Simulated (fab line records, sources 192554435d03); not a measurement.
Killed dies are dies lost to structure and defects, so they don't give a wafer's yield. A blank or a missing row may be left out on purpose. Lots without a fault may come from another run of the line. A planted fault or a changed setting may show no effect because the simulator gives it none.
Chamber matching | flow n5_finfet | N5_BEOL_M8_ILD_DEP_00 on pecvd-03: 3 sister chambers
The step deposits SiCOH lowk from DEMS/porogen, target thk 179.75 nm, time 33.4 s. 3 wafers are shown with their chamber, then 12 later ones without.

WAFERS WITH THEIR CHAMBER
wafer  | chamber | throttle_valve_pct (%)
L088.1 | 1       | 13.8
L088.2 | 0       | 14.1
L088.4 | 2       | 13.8

WAFERS WITHOUT THEIR CHAMBER
wafer  | throttle_valve_pct (%)
L090.2 | 13.5
L090.3 | 13.8
L090.4 | 13.7
L093.4 | 14.0
L093.5 | 13.7
L093.6 | 13.5
L092.1 | 13.5
L092.2 | 13.7
L092.5 | 13.6
L094.2 | 13.8
L094.3 | 13.8
L094.4 | 14.3

WHICH CHAMBER EACH WENT THROUGH
wafer  | from the rows above          | in truth
L090.2 | can't be placed: 1 or 2 or 0 | 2
L090.3 | can't be placed: 1 or 2 or 0 | 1
L090.4 | can't be placed: 1 or 2 or 0 | 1
L093.4 | can't be placed: 0 or 1 or 2 | 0
L093.5 | can't be placed: 1 or 2 or 0 | 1
L093.6 | can't be placed: 1 or 2 or 0 | 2
L092.1 | can't be placed: 1 or 2 or 0 | 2
L092.2 | can't be placed: 1 or 2 or 0 | 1
L092.5 | can't be placed: 1 or 2 or 0 | 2
L094.2 | can't be placed: 1 or 2 or 0 | 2
L094.3 | can't be placed: 1 or 2 or 0 | 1
L094.4 | can't be placed: 0 or 1 or 2 | 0
Placed correctly: 0 of 12. Can't be placed from these rows: 12 (the true chamber is among the candidates in 12). Placed wrongly: 0.
How it was worked out, from the rows above alone: a wafer's distance from a chamber is the root of the sum, over the readings, of the square of ((its reading less the chamber's mean) divided by the reading's scatter). The wafer belongs to the nearest chamber; if the next one is less than 2 further off, it can't be placed. A chamber's mean is the mean of its shown wafers. The scatter: with one shown wafer a chamber, the root of the mean of the squares of how far each hidden wafer lies from its nearest shown one.
